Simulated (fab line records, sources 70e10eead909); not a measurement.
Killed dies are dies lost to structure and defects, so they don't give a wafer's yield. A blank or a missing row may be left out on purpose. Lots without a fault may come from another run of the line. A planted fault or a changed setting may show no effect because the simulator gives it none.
fab line records | flow nand_harc
record lots=23 wafers=69 last_day=33
route steps=1302 shown P_STI@90 P_GATE@148
lots that met no fault: from a run of the same line without faults
start_h: hours from the record's first day to the start of the lot's first wafer shown | wait_h: hours since the lot's step before | " the same as in the row above | L1.1+2: a row that stands for several wafers | - no value, or no start given | * or withheld: withheld | < > ~ a bound
route shown NAME@n: a module of which the file shows steps, and the number in the route of the first | usual: mean/standard deviation of fault-free wafers | same: alike in all rows | chamber/n: place in a boat | sites: the reading at each site | _std_site: their standard deviation | _edge_site: outer sites' mean less inner sites' | radius_mm: how far each site lies from the wafer's centre | mask NAME#n: copy n | behind: the tool/chamber that last shaped the wafer | hold: why the lot was held/for how many hours/how that ended | device: the transistor (n, p or np) that didn't switch | end of line: the same wafers' tests at the end of the route | a step without rows: its recipe alone | killed: dies lost to structure and defects at the first sort, not the wafer's yield | map: a wafer's dies, x killed, . not, _ none there
set.NAME: the setting as run; set.NAME@STEP: as run at that earlier step | model.NAME: the simulator's own value behind a step, which no gauge read
steps of the route over a sample of lots; a table a step, a row a wafer
services: from which hour (start_h, from the record's first day; less than 0 if before it) a tool's chamber was out of use, for how many hours, and why
## steps
# step NHARC_P_STI_ETCH_15
# recipe target_depth_a=3000 taper_deg=4 time_s=100.1 hbr_flow_sccm=150 cl2_flow_sccm=50 rf_w=400 icp_w=400 bias_w=100 chemistry=HBr/Cl2
# usual drypump_motor_current_A=5.5/0.43 oes_product_au=1.002/0.0069 throttle_valve_pct=26.407/0.0093
# columns lot.wafer tool chamber start_h wait_h drypump_motor_current_A oes_product_au rf_hours_counter_h throttle_valve_pct
L074.1 rie_si-05 2 43.81 - 6.4 1.005 0.62 26.400
L074.5 " 0 " " 5.6 1.010 - 26.402
L074.6 " 1 " " 5.1 1.000 - 26.424
L075.3 rie_si-04 2 52.56 - 5.1 1.003 0.47 26.412
L075.1 " 0 " " 5.3 0.996 0.46 26.405
L075.4 " 1 " " 5.4 1.001 0.46 26.399
L076.3 rie_si-05 2 64.23 - 6.4 1.003 0.76 26.415
L076.1 " 3 " " 5.3 1.015 0.78 26.412
L076.5 " 1 " " 5.1 1.003 - 26.423
L077.2 rie_si-05 3 74.74 - 5.4 1.011 0.85 26.417
L077.1 " 2 " " 6.4 1.012 0.86 26.409
L077.6 " 0 " " 5.6 1.010 - 26.393
L078.2 rie_si-04 3 84.81 - 5.6 1.004 0.46 26.393
L078.4 " 0 " " 5.4 1.010 0.61 26.425
L078.5 " 3 " " 5.6 0.995 - 26.411
L079.3 rie_si-05 1 94.54 - 5.1 0.986 1.07 26.410
L079.6 " 3 " " 5.3 1.011 - 26.381
L079.5 " 0 " " 5.6 0.999 - 26.394
L080.1 rie_si-03 0 105.13 - 6.0 1.000 0.22 26.422
L080.4 " 3 " " 5.3 1.007 0.21 26.417
L080.5 " 0 " " 6.0 0.998 - 26.398
L081.3 rie_si-03 3 117.13 - 5.3 0.993 0.30 26.394
L081.4 " 0 " " 6.0 1.002 0.35 26.417
L081.5 " 3 " " 5.3 0.994 - 26.414
L082.1 rie_si-03 2 125.09 - 5.0 1.010 0.42 26.411
L082.3 " 3 " " 5.3 1.011 0.38 26.407
L082.6 " 1 " " 5.2 1.003 - 26.403
L083.1 rie_si-03 2 132.85 - 4.9 1.008 0.48 26.413
L083.4 " 3 " " 5.3 1.020 0.44 26.418
L083.5 " 0 " " 6.0 1.014 - 26.408
L084.3 rie_si-03 1 145.42 - 5.2 1.003 0.72 26.410
L084.4 " 0 " " 6.0 1.000 0.67 26.416
L084.6 " 2 " " 4.9 1.011 - 26.398
L085.3 rie_si-03 1 153.56 - 5.2 0.990 0.80 26.410
L085.5 " 1 " " 5.2 0.996 - 26.422
L085.6 " 2 " " 5.0 1.000 - 26.409
L086.4 rie_si-03 2 163.56 - 4.9 1.004 0.76 26.429
L086.2 " 0 " " 6.0 1.004 0.75 26.402
L086.5 " 3 " " 5.3 0.995 - 26.408
L087.2 rie_si-04 1 174.22 - 5.4 1.003 0.01 26.404
L087.5 " 2 " " 5.1 1.004 - 26.403
L087.6 " 3 " " 5.6 0.998 - 26.398
L088.5 rie_si-05 1 188.02 - 5.1 1.000 - 26.393
L088.4 " 2 " " 6.4 0.995 - 26.413
L088.6 " 0 " " 5.6 1.003 - 26.410
L089.5 rie_si-03 0 194.03 - 6.0 0.994 - 26.391
L089.6 " 2 " " 5.0 1.002 - 26.386
L089.4 " 3 " " 5.3 0.998 - 26.408
L090.2 rie_si-03 0 205.28 - 6.0 1.008 1.06 26.431
L090.4 " 3 " " 5.3 1.010 - 26.403
L090.5 " 2 " " 5.0 1.011 - 26.415
L092.3 rie_si-05 0 223.45 - 5.6 1.010 0.68 26.420
L092.5 " 0 " " 5.6 0.999 - 26.411
L092.6 " 1 " " 5.1 1.015 - 26.400
L093.1 rie_si-04 3 234.82 - 5.6 1.003 0.34 26.410
L093.5 " 1 " " 5.4 1.009 - 26.411
L093.6 " 2 " " 5.0 1.007 - 26.410
L094.2 rie_si-05 2 243.86 - 6.4 1.000 0.88 26.408
L094.4 " 3 " " 5.4 0.995 0.10 26.406
L094.6 " 2 " " 6.4 0.994 - 26.416
L095.3 rie_si-03 0 258.18 - 6.0 1.003 0.15 26.399
L095.5 " 3 " " 5.3 1.017 - 26.401
L095.6 " 0 " " 6.0 1.002 - 26.395
L096.2 rie_si-05 2 265.29 - 6.4 0.992 1.04 26.413
L096.3 " 3 " " 5.4 1.003 0.25 26.418
L096.5 " 2 " " 6.4 1.001 - 26.406
L097.2 rie_si-04 1 273.53 - 5.4 0.996 0.61 26.402
L097.3 " 2 " " 5.1 0.999 0.64 26.403
L097.5 " 1 " " 5.4 0.997 - 26.424
# step NHARC_P_GATE_ETCH_114
# recipe target_depth_a=300 overetch_a=30 time_s=16.5 ion_energy_ev=100 cf4_flow_sccm=80 o2_flow_sccm=20 ar_flow_sccm=0 rf_w=300 bias_w=100 chemistry=CF4/O2
# usual drypump_motor_current_A=6.0/0.54 mfc_ar_sccm=0.008/0.011 oes_o_777_au=1.000/0.0042 oes_product_au=1.000/0.0072 rf_vpp_V=197.4/1.4 showerhead_plenum_p_Torr=1.32/0.055 throttle_valve_pct=13.397/0.0093
# columns lot.wafer tool chamber start_h wait_h drypump_motor_current_A mfc_ar_sccm oes_o_777_au oes_product_au rf_hours_counter_h rf_vpp_V showerhead_plenum_p_Torr throttle_valve_pct
L074.1 rie_diel-06 1 - - 5.9 0.013 1.004 0.993 8 196.9 1.37 13.406
L074.5 " 2 " " 6.6 0 1.005 1.009 - 197.2 1.25 13.415
L074.6 " 3 " " 6.5 0.026 1.002 0.994 - 195.8 1.27 13.389
L075.4 rie_diel-05 0 - - 4.8 0.003 0.998 1.000 3 196.7 1.29 13.390
L075.3 " 1 " " 5.7 0 1.007 1.002 3 196.6 1.30 13.410
L075.1 " 2 " " 5.5 0 0.998 1.006 2 198.1 1.38 13.388
L077.2 rie_diel-06 3 - - 6.5 0.026 0.997 0.989 9 196.4 1.27 13.403
L077.1 " 1 " " 5.9 0.013 1.001 0.994 9 198.7 1.37 13.384
L077.6 " 0 " " 5.8 0 1.007 1.000 - 197.8 1.39 13.404
L076.3 rie_diel-06 2 - - 6.6 0 0.995 1.001 10 195.9 1.25 13.402
L076.1 " 3 " " 6.5 0.026 1.001 0.997 9 197.2 1.27 13.405
L076.5 " 1 " " 5.9 0.013 1.000 0.997 - 199.1 1.37 13.393
L078.4 rie_diel-06 2 - - 6.6 0 1.000 0.993 1 194.6 1.25 13.376
L078.2 " 3 " " 6.5 0.026 1.008 0.985 1 194.8 1.27 13.409
L078.5 " 2 " " 6.6 0 0.999 0.989 - 196.6 1.25 13.397
L079.3 rie_diel-06 1 - - 5.9 0.013 1.000 1.002 1 198.0 1.37 13.398
L079.5 " 0 " " 5.8 0 0.999 0.995 - 198.0 1.39 13.403
L079.6 " 1 " " 5.8 0.013 0.996 1.003 - 197.1 1.37 13.425
L080.4 rie_diel-06 3 - - 6.5 0.026 1.007 0.996 2 195.7 1.27 13.399
L080.1 " 0 " " 5.8 0 0.996 0.992 2 200.7 1.39 13.393
L080.5 " 2 " " 6.6 0 0.994 1.000 - 196.5 1.25 13.395
L081.3 rie_diel-05 1 - - 5.7 0 0.999 1.000 8 195.5 1.30 13.402
L081.4 " 2 " " 5.6 0 0.994 1.018 7 199.5 1.38 13.411
L081.5 " 2 " " 5.6 0 1.001 1.018 - 199.2 1.38 13.385
L082.1 rie_diel-06 3 - - 6.5 0.026 0.998 0.998 2 196.0 1.27 13.398
L082.3 " 1 " " 5.9 0.013 0.997 0.997 1 198.4 1.36 13.410
L082.6 " 3 " " 6.5 0.026 1.003 1.001 - 196.3 1.27 13.398
L083.1 rie_diel-02 0 - - 5.7 0.022 1.008 0.998 6 200.1 1.41 13.402
L083.4 " 1 " " 5.5 0 1.001 1.007 6 196.0 1.29 13.403
L083.5 " 0 " " 5.7 0.022 0.997 0.990 - 197.9 1.41 13.393
L084.3 rie_diel-06 3 - - 6.5 0.026 0.996 1.000 4 195.5 1.26 13.388
L084.4 " 1 " " 5.9 0.013 0.998 0.998 3 197.7 1.36 13.390
L084.6 " 0 " " 5.8 0 0.997 0.994 - 199.5 1.39 13.391
L085.3 rie_diel-06 1 - - 5.9 0.013 1.008 0.993 4 197.6 1.36 13.389
L085.5 " 2 " " 6.6 0 0.998 0.999 - 195.8 1.25 13.398
L085.6 " 3 " " 6.5 0.026 0.997 0.994 - 196.2 1.26 13.389
L086.2 rie_diel-05 1 - - 5.7 0 1.005 1.003 10 195.8 1.30 13.398
L086.4 " 2 " " 5.5 0 1.003 1.004 9 196.7 1.38 13.393
L086.5 " 0 " " 4.9 0.003 1.008 1.000 - 197.3 1.29 13.389
L087.2 rie_diel-05 3 - - 6.6 0 0.999 0.997 9 197.9 1.30 13.394
L087.6 " 3 " " 6.6 0 1.001 0.996 - 196.6 1.30 13.392
L087.5 " 2 " " 5.5 0 1.001 0.998 - 199.3 1.38 13.404
L088.4 rie_diel-05 1 - - 5.7 0 0.990 0.992 0 197.9 1.29 13.410
L088.6 " 3 " " 6.6 0 0.999 0.991 - 197.9 1.31 13.401
L088.5 " 0 " " 4.9 0.003 1.000 0.997 - 197.8 1.29 13.402
L089.4 rie_diel-06 2 - - 6.6 0 1.008 0.999 8 196.5 1.25 13.382
L089.5 " 2 " " 6.6 0 0.997 1.000 - 195.4 1.25 13.389
L089.6 " 3 " " 6.5 0.026 1.001 0.997 - 196.4 1.26 13.376
L090.4 rie_diel-06 3 - - 6.5 0.026 1.002 1.005 8 196.6 1.26 13.413
L090.2 " 2 " " 6.6 0 1.006 1.009 8 196.0 1.25 13.385
L090.5 " 0 " " 5.8 0 1.001 1.005 - 197.9 1.39 13.399
L092.3 rie_diel-06 3 - - 6.5 0.026 0.992 0.999 8 196.1 1.26 13.394
L092.6 " 0 " " 5.8 0 0.999 1.003 - 199.6 1.39 13.410
L092.5 " 1 " " 5.9 0.013 0.998 0.998 - 197.9 1.36 13.398
L093.1 rie_diel-05 3 - - 6.6 0 0.996 0.992 2 195.6 1.30 13.400
L093.5 " 2 " " 5.5 0 1.003 1.006 - 198.0 1.38 13.403
L093.6 " 3 " " 6.6 0 1.007 0.991 - 197.6 1.30 13.405
L094.2 rie_diel-05 3 - - 6.6 0 1.006 0.989 2 196.3 1.30 13.406
L094.4 " 1 " " 5.7 0 0.998 0.991 2 198.2 1.30 13.408
L094.6 " 3 " " 6.6 0 0.996 0.991 - 196.3 1.30 13.390
L095.3 rie_diel-06 2 - - 6.6 0 0.999 1.008 0 197.5 1.25 13.390
L095.5 " 0 " " 5.8 0 0.998 0.998 - 199.0 1.39 13.403
L095.6 " 1 " " 5.9 0.013 0.999 1.011 - 197.5 1.36 13.392
L096.2 rie_diel-02 2 - - 6.6 0.022 1.004 0.998 6 196.6 1.35 13.399
L096.3 " 3 " " 5.8 0.035 1.001 1.009 6 200.3 1.40 13.385
L096.5 " 1 " " 5.5 0 1.006 1.009 - 196.1 1.29 13.402
L097.2 rie_diel-05 2 - - 5.5 0 0.998 1.023 3 197.9 1.38 13.382
L097.3 " 3 " " 6.6 0 1.002 0.993 3 197.6 1.30 13.391
L097.5 " 1 " " 5.7 0 1.010 0.998 - 196.7 1.29 13.390
# step NHARC_P_GATE_ALD_36
# recipe target_thk_a=200 pulse_time_s=60 ald_cycles=223 temp_c=400 material=SiNx
# usual heater_power_w=837/61 precursor_pulse_height_rel=1.001/0.021
# columns lot.wafer tool chamber start_h wait_h heater_power_w precursor_pulse_height_rel
L074.1 ald_sin-04 0 96.57 - 769 1.018
L074.5 " 3 99.77 - 819 0.979
L074.6 " 0 100.83 - 741 1.000
L075.4 ald_sin-03 1 102.44 - 902 1.007
L075.3 " 2 103.49 - 805 1.012
L075.1 " 3 104.54 - 862 1.033
L077.2 ald_sin-01 2 127.63 - 858 1.024
L077.1 " 1 130.83 - 821 1.003
L077.6 " 3 132.97 - 745 0.981
L076.1 ald_sin-04 0 128.31 - 760 1.024
L076.3 " 1 129.36 - 857 0.994
L076.5 " 0 132.51 - 774 1.015
L078.4 ald_sin-03 2 141.45 - 849 1.011
L078.2 " 0 143.58 - 999 0.962
L078.5 " 3 146.77 - 865 0.992
L079.3 ald_sin-01 1 153.12 - 835 0.970
L079.6 " 2 154.17 - 849 0.979
L079.5 " 3 155.23 - 730 0.996
L080.1 ald_sin-04 2 157.81 - 833 0.985
L080.4 " 3 158.87 - 845 0.992
L080.5 " 1 160.98 - 856 1.029
L081.3 ald_sin-03 1 173.48 - 940 1.041
L081.4 " 2 174.54 - 805 0.969
L081.5 " 2 178.79 - 799 0.983
L082.3 ald_sin-01 0 174.98 - 889 0.989
L082.1 " 2 177.08 - 839 1.027
L082.6 " 3 178.13 - 734 1.011
L083.4 ald_sin-04 2 189.21 - 831 1.020
L083.1 " 3 190.26 - 847 0.964
L083.5 " 0 191.32 - 786 1.012
L084.4 ald_sin-03 3 198.03 - 870 0.995
L084.3 " 2 201.23 - 760 0.994
L084.6 " 3 202.30 - 827 0.975
L085.3 ald_sin-01 3 209.44 - 745 1.007
L085.6 " 0 210.50 - 917 0.961
L085.5 " 1 211.56 - 804 1.001
L086.4 ald_sin-04 0 218.71 - 762 1.024
L086.2 " 2 220.84 - 838 1.006
L086.5 " 0 222.98 - 781 0.952
L087.2 ald_sin-03 3 230.35 - 853 1.008
L087.6 " 2 233.53 - 774 1.003
L087.5 " 3 234.59 - 844 0.969
L088.4 ald_sin-01 3 246.62 - 749 1.015
L088.5 " 0 247.68 - 876 1.008
L088.6 " 1 248.74 - 813 1.006
L089.4 ald_sin-03 1 257.99 - 889 0.985
L089.6 " 2 259.03 - 778 1.001
L089.5 " 3 260.08 - 838 0.980
L090.2 ald_sin-04 3 268.92 - 815 1.001
L090.4 " 1 271.07 - 806 0.990
L090.5 " 3 273.22 - 791 1.031
L092.3 ald_sin-03 3 280.10 - 857 1.013
L092.5 " 0 281.15 - 960 1.022
L092.6 " 1 282.20 - 894 0.986
L093.1 ald_sin-04 3 288.97 - 799 0.981
L093.5 " 3 293.26 - 793 1.030
L093.6 " 0 294.34 - 792 0.998
L094.4 ald_sin-01 2 296.13 - 901 1.000
L094.2 " 3 297.18 - 747 1.053
L094.6 " 0 298.24 - 895 1.002
L095.3 ald_sin-03 3 317.86 - 882 1.017
L095.6 " 3 322.09 - 838 0.975
L095.5 " 0 323.15 - 945 1.042
L096.3 ald_sin-04 3 321.99 - 807 1.000
L096.2 " 1 324.11 - 790 0.998
L096.5 " 2 325.18 - 807 1.012
L097.2 ald_sin-01 0 325.80 - 875 1.014
L097.3 " 2 327.95 - 903 1.011
L097.5 " 3 329.02 - 745 1.013
# step NHARC_P_GATE_ETCHBACK_37
# recipe target_depth_a=345 time_s=17.2 chf3_flow_sccm=50 o2_flow_sccm=10 ar_flow_sccm=200 rf_w=500 bias_w=200 chemistry=CHF3/O2
# usual drypump_motor_current_A=5.9/0.54 mfc_ar_sccm=200.0/0.63 oes_product_au=0.942/0.026 rf_vpp_V=370.4/2.2 showerhead_plenum_p_Torr=2.39/0.093 throttle_valve_pct=20.572/0.0092
# columns lot.wafer tool chamber start_h wait_h drypump_motor_current_A mfc_ar_sccm oes_product_au rf_hours_counter_h rf_vpp_V showerhead_plenum_p_Torr throttle_valve_pct
L074.1 rie_diel-06 0 - - 5.8 200.1 0.935 7.7 372.4 2.50 20.574
L074.6 " 2 " " 6.6 199.6 0.945 - 366.5 2.25 20.568
L074.5 " 3 " " 6.5 200.3 0.949 - 366.3 2.28 20.570
L075.4 rie_diel-05 3 - - 6.6 200.6 0.918 3.4 369.3 2.35 20.572
L075.3 " 1 " " 5.7 200.2 0.915 4.4 369.7 2.33 20.579
L075.1 " 2 " " 5.6 200.2 0.935 3.7 371.7 2.48 20.574
L077.2 rie_diel-05 1 - - 5.7 199.0 0.926 6.0 370.6 2.33 20.588
L077.1 " 3 " " 6.6 199.7 0.927 4.5 370.1 2.35 20.579
L077.6 " 2 " " 5.6 199.6 0.928 - 373.3 2.48 20.580
L076.3 rie_diel-05 2 - - 5.5 199.0 0.967 4.9 373.6 2.48 20.570
L076.1 " 0 " " 4.8 200.1 0.961 5.0 367.1 2.32 20.560
L076.5 " 3 " " 6.6 200.2 0.954 - 369.8 2.35 20.577
L078.4 rie_diel-06 2 - - 6.6 200.9 0.948 0.6 368.4 2.25 20.580
L078.2 " 3 " " 6.5 200.0 0.929 1.1 368.8 2.28 20.582
L078.5 " 1 " " 5.9 199.5 0.951 - 373.1 2.46 20.567
L079.3 rie_diel-06 3 - - 6.5 199.6 0.951 1.7 369.0 2.28 20.564
L079.5 " 0 " " 5.8 199.8 0.939 - 373.4 2.50 20.576
L079.6 " 1 " " 5.9 201.6 0.935 - 371.1 2.45 20.579
L080.4 rie_diel-06 0 - - 5.8 200.3 0.934 1.6 372.4 2.50 20.565
L080.1 " 1 " " 5.9 201.1 0.925 1.3 371.4 2.45 20.560
L080.5 " 3 " " 6.5 200.7 0.921 - 368.9 2.28 20.566
L081.3 rie_diel-06 2 - - 6.6 201.3 0.931 2.6 367.5 2.25 20.569
L081.4 " 0 " " 5.8 199.9 0.924 2.2 371.6 2.50 20.576
L081.5 " 1 " " 5.9 198.5 0.920 - 372.5 2.45 20.567
L082.1 rie_diel-02 3 - - 5.8 199.3 0.923 6.9 373.9 2.53 20.570
L082.3 " 0 " " 5.7 199.9 0.927 5.4 375.5 2.53 20.588
L082.6 " 3 " " 5.8 199.6 0.930 - 373.0 2.53 20.575
L083.4 rie_diel-02 2 - - 6.6 200.4 0.923 7.1 370.7 2.43 20.579
L083.1 " 1 " " 5.5 200.0 0.931 6.0 368.6 2.32 20.588
L083.5 " 3 " " 5.8 200.1 0.923 - 374.1 2.53 20.569
L084.4 rie_diel-06 1 - - 5.9 200.3 0.936 4.0 371.8 2.45 20.561
L084.3 " 0 " " 5.8 199.7 0.944 4.6 374.2 2.50 20.565
L084.6 " 2 " " 6.6 199.7 0.932 - 366.6 2.25 20.565
L085.3 rie_diel-02 2 - - 6.6 200.1 0.934 8.4 372.0 2.43 20.559
L085.5 " 2 " " 6.6 199.3 0.926 - 369.1 2.43 20.582
L085.6 " 3 " " 5.8 200.2 0.929 - 373.2 2.53 20.586
L086.4 rie_diel-06 3 - - 6.5 200.6 0.991 6.8 367.3 2.28 20.596
L086.2 " 0 " " 5.8 199.8 1.005 5.9 372.3 2.50 20.576
L086.5 " 3 " " 6.5 199.9 0.998 - 368.3 2.28 20.574
L087.2 rie_diel-06 1 - - 5.9 200.9 0.920 6.5 371.4 2.45 20.570
L087.5 " 2 " " 6.6 199.9 0.914 - 367.7 2.25 20.576
L087.6 " 3 " " 6.5 199.5 0.928 - 367.2 2.28 20.567
L088.4 rie_diel-05 0 - - 4.9 199.3 0.940 0.2 369.4 2.32 20.574
L088.6 " 3 " " 6.6 200.3 0.931 - 369.4 2.35 20.565
L088.5 " 0 " " 4.8 199.4 0.939 - 368.3 2.32 20.576
L089.4 rie_diel-06 2 - - 6.6 200.4 0.922 7.8 366.1 2.25 20.577
L089.6 " 3 " " 6.5 201.0 0.922 - 367.1 2.28 20.583
L089.5 " 0 " " 5.8 200.0 0.935 - 371.0 2.50 20.562
L090.4 rie_diel-05 2 - - 5.5 199.9 1.020 2.0 373.8 2.47 20.589
L090.2 " 3 " " 6.6 200.9 0.990 1.9 369.3 2.35 20.578
L090.5 " 1 " " 5.7 200.0 1.006 - 368.0 2.33 20.561
L092.3 rie_diel-05 0 - - 4.8 200.8 1.005 1.4 369.3 2.32 20.576
L092.5 " 1 " " 5.7 198.9 1.004 - 370.1 2.33 20.583
L092.6 " 2 " " 5.6 199.4 1.008 - 372.8 2.47 20.569
L093.1 rie_diel-05 3 - - 6.6 201.0 0.930 2.1 369.6 2.35 20.574
L093.6 " 2 " " 5.6 200.6 0.922 - 371.2 2.47 20.578
L093.5 " 3 " " 6.6 199.6 0.919 - 369.5 2.35 20.552
L094.4 rie_diel-05 0 - - 4.9 200.8 0.936 1.6 369.4 2.32 20.577
L094.2 " 3 " " 6.6 200.2 0.938 2.2 369.6 2.35 20.561
L094.6 " 1 " " 5.7 199.3 0.938 - 369.9 2.33 20.566
L095.3 rie_diel-05 0 - - 4.8 200.4 0.920 3.0 367.9 2.32 20.567
L095.5 " 1 " " 5.7 200.3 0.923 - 369.2 2.33 20.572
L095.6 " 2 " " 5.6 201.1 0.926 - 372.3 2.47 20.574
L096.3 rie_diel-02 1 - - 5.5 201.1 0.924 5.2 369.7 2.32 20.580
L096.2 " 3 " " 5.8 200.3 0.926 5.9 373.8 2.52 20.580
L096.5 " 2 " " 6.6 199.6 0.935 - 372.6 2.43 20.584
L097.2 rie_diel-05 1 - - 5.7 200.0 0.937 3.0 369.2 2.33 20.565
L097.3 " 3 " " 6.6 199.5 0.921 3.2 369.7 2.35 20.575
L097.5 " 2 " " 5.6 200.4 0.938 - 372.2 2.47 20.581
# step NHARC_P_GATE_STRIP_111
# recipe power_w=1500 temp_c=110 time_s=250 chemistry=N2/H2
# usual drypump_motor_current_A=5.5/0.38 heater_power_w=85.9/3 temp_c=110.01/0.12
# columns lot.wafer tool chamber start_h wait_h drypump_motor_current_A heater_power_w rf_hours_counter_h temp_c
L074.1 plasma_asher-01 0 106.61 0.2 6.1 87.1 10 110.22
L074.5 " 0 " " 6.1 88.6 - 110.11
L074.6 " 1 " " 5.4 82.1 - 110.07
L075.1 plasma_asher-02 0 113.52 0.2 5.4 90.3 8 109.94
L075.4 " 0 " " 5.4 90.0 - 109.79
L075.3 " 1 " " 5.1 83.9 - 109.92
L077.2 plasma_asher-01 1 138.63 0.2 5.4 81.7 15 110.00
L077.1 " 0 " " 6.1 85.0 15 110.03
L077.6 " 1 " " 5.4 85.1 - 110.10
L076.1 plasma_asher-02 1 139.41 0.2 5.1 85.2 11 110.17
L076.3 " 0 " " 5.5 90.8 - 110.06
L076.5 " 0 " " 5.4 88.7 - 109.88
L078.2 plasma_asher-01 1 152.42 0.2 5.4 83.1 18 109.90
L078.4 " 1 " " 5.4 84.3 - 109.92
L078.5 " 1 " " 5.4 82.1 - 109.88
L079.3 plasma_asher-02 0 161.30 0.4 5.4 88.9 - 110.12
L079.6 " 1 " " 5.1 83.5 - 109.99
L079.5 " 0 " " 5.5 88.7 - 110.07
L080.1 plasma_asher-02 1 166.76 0.2 5.1 82.7 18 110.34
L080.4 " 1 " " 5.1 84.6 - 110.35
L080.5 " 1 " " 5.1 83.3 - 110.26
L081.4 plasma_asher-01 1 184.66 0.2 5.4 83.1 - 110.08
L081.3 " 0 " " 6.1 87.8 - 110.01
L081.5 " 1 " " 5.4 83.8 - 110.01
L082.1 plasma_asher-02 0 184.95 0.2 5.5 89.2 21 110.15
L082.3 " 1 " " 5.1 82.4 - 109.78
L082.6 " 0 " " 5.5 90.7 - 109.96
L083.1 plasma_asher-02 1 198.20 0.2 5.1 83.6 24 110.06
L083.4 " 1 " " 5.1 84.0 - 110.16
L083.5 " 0 " " 5.4 87.6 - 109.87
L084.3 plasma_asher-01 0 209.25 0.2 6.1 90.0 - 110.06
L084.4 " 1 " " 5.4 83.9 - 109.97
L084.6 " 0 " " 6.1 86.3 - 110.21
L085.3 plasma_asher-02 0 217.50 0.3 5.4 87.8 - 110.12
L085.6 " 1 " " 5.1 84.0 - 109.85
L085.5 " 0 " " 5.5 90.4 - 109.99
L086.2 plasma_asher-02 1 229.71 0.2 5.1 82.9 30 109.78
L086.4 " 1 " " 5.1 87.7 - 109.86
L086.5 " 1 " " 5.1 85.4 - 109.83
L087.2 plasma_asher-02 0 240.42 0.2 5.4 88.1 34 110.01
L087.6 " 1 " " 5.1 84.2 - 110.03
L087.5 " 0 " " 5.5 90.8 - 110.13
L088.4 plasma_asher-01 1 254.50 0.2 5.4 82.4 - 109.81
L088.5 " 1 " " 5.4 83.0 - 109.95
L088.6 " 0 " " 6.1 87.2 - 110.08
L089.4 plasma_asher-01 0 265.81 0.2 6.2 90.4 - 109.92
L089.6 " 0 " " 6.1 87.8 - 110.11
L089.5 " 1 " " 5.4 82.0 - 109.96
L090.2 plasma_asher-01 0 279.04 0.2 6.1 87.0 8 109.92
L090.4 " 1 " " 5.4 83.3 - 109.93
L090.5 " 0 " " 6.1 83.9 - 109.94
L092.3 plasma_asher-01 1 288.08 0.3 5.4 81.0 - 110.00
L092.6 " 0 " " 6.2 88.1 - 109.84
L092.5 " 1 " " 5.4 83.6 - 109.85
L093.1 plasma_asher-02 1 300.13 0.2 5.1 83.7 9 109.88
L093.5 " 1 " " 5.1 80.9 - 110.13
L093.6 " 0 " " 5.4 86.9 - 110.01
L094.2 plasma_asher-01 1 305.00 0.2 5.4 81.6 14 110.10
L094.4 " 1 " " 5.4 82.0 - 110.03
L094.6 " 1 " " 5.4 82.0 - 110.02
L095.3 plasma_asher-01 1 328.90 0.2 5.4 83.9 - 109.95
L095.5 " 1 " " 5.4 85.2 - 109.95
L095.6 " 0 " " 6.1 87.9 - 110.16
L096.2 plasma_asher-01 1 332.07 0.2 5.4 81.3 18 109.82
L096.3 " 1 " " 5.4 82.2 - 109.69
L096.5 " 1 " " 5.4 81.9 - 109.80
L097.2 plasma_asher-01 1 335.97 0.4 5.4 82.1 20 110.06
L097.3 " 1 " " 5.4 81.9 - 109.97
L097.5 " 1 " " 5.4 82.5 - 110.19
# step NHARC_P_GATE_INSPECT_68
# usual raw_defect_count=196/63
# columns lot.wafer tool chamber start_h wait_h raw_defect_count
L074.1 defect_inspect-01 - 112.66 0.2 235
L074.5 " - " " 124
L074.6 " - " " 194
L075.1 defect_inspect-01 - 119.35 0.2 136
L075.3 " - " " 99
L075.4 " - " " 141
L077.1 defect_inspect-01 - 144.63 0.2 208
L077.2 " - " " 123
L077.6 " - " " 235
L076.1 defect_inspect-02 - 145.47 0.2 215
L076.3 " - " " 179
L076.5 " - " " 203
L078.2 defect_inspect-02 - 158.47 0.1 110
L078.4 " - " " 109
L078.5 " - " " 137
L079.3 defect_inspect-02 - 167.02 0.1 386
L079.5 " - " " 187
L079.6 " - " " 236
L080.1 defect_inspect-02 - 172.63 0.2 250
L080.4 " - " " 285
L080.5 " - " " 234
L081.3 defect_inspect-01 - 190.36 0.1 188
L081.4 " - " " 96
L081.5 " - " " 165
L082.1 defect_inspect-02 - 191.13 0.2 229
L082.3 " - " " 198
L082.6 " - " " 134
L083.1 defect_inspect-02 - 204.19 0.2 120
L083.4 " - " " 172
L083.5 " - " " 293
L084.3 defect_inspect-01 - 215.16 0.1 169
L084.4 " - " " 174
L084.6 " - " " 102
L085.3 defect_inspect-01 - 223.42 0.1 145
L085.5 " - " " 197
L085.6 " - " " 182
L086.2 defect_inspect-01 - 235.74 0.1 192
L086.4 " - " " 123
L086.5 " - " " 134
L087.2 defect_inspect-02 - 246.40 0.1 106
L087.5 " - " " 230
L087.6 " - " " 177
L088.4 defect_inspect-02 - 260.32 0.1 163
L088.5 " - " " 208
L088.6 " - " " 332
L089.4 defect_inspect-02 - 271.59 0.1 326
L089.5 " - " " 255
L089.6 " - " " 234
L090.2 defect_inspect-02 - 285.04 0.1 215
L090.4 " - " " 290
L090.5 " - " " 150
L092.3 defect_inspect-02 - 293.85 0.1 281
L092.5 " - " " 265
L092.6 " - " " 256
L093.1 defect_inspect-01 - 306.14 0.2 268
L093.5 " - " " 287
L093.6 " - " " 260
L094.2 defect_inspect-01 - 310.82 0.1 129
L094.4 " - " " 204
L094.6 " - " " 152
L095.3 defect_inspect-02 - 334.74 0.1 232
L095.5 " - " " 105
L095.6 " - " " 165
L096.2 defect_inspect-01 - 338.23 0.1 328
L096.3 " - " " 213
L096.5 " - " " 204
L097.2 defect_inspect-02 - 341.85 0.1 268
L097.3 " - " " 188
L097.5 " - " " 153
## services
# columns tool chamber start_h hours kind
rie_diel-06 - 33.35 0.4 repair
rie_si-03 - 44.00 9.0 pm
rie_diel-05 - 52.60 9.0 pm
plasma_asher-01 - 54.80 9.0 pm
plasma_asher-02 - 72.00 9.0 pm
rie_diel-06 3 84.39 4.2 repair
rie_si-03 2 93.35 5.5 repair
rie_diel-06 - 108.54 1.2 repair
rie_diel-05 0 126.32 10.2 repair
rie_diel-06 - 130.20 9.0 pm
rie_diel-05 2 130.34 3.2 repair
rie_diel-06 - 152.23 0.2 repair
rie_diel-06 - 156.92 0.3 repair
rie_diel-05 - 157.73 2.2 repair
rie_diel-06 2 177.31 5.3 repair
rie_si-03 2 181.27 6.4 repair
rie_si-03 1 181.30 25.7 repair
rie_si-03 - 185.28 0.6 repair
rie_diel-05 2 185.56 11.5 repair
rie_diel-05 1 225.26 9.2 repair
rie_diel-05 - 229.60 9.0 pm
plasma_asher-01 - 231.80 9.0 pm
rie_diel-06 2 248.72 3.0 repair
rie_diel-06 - 307.20 9.0 pm
## key
fault none
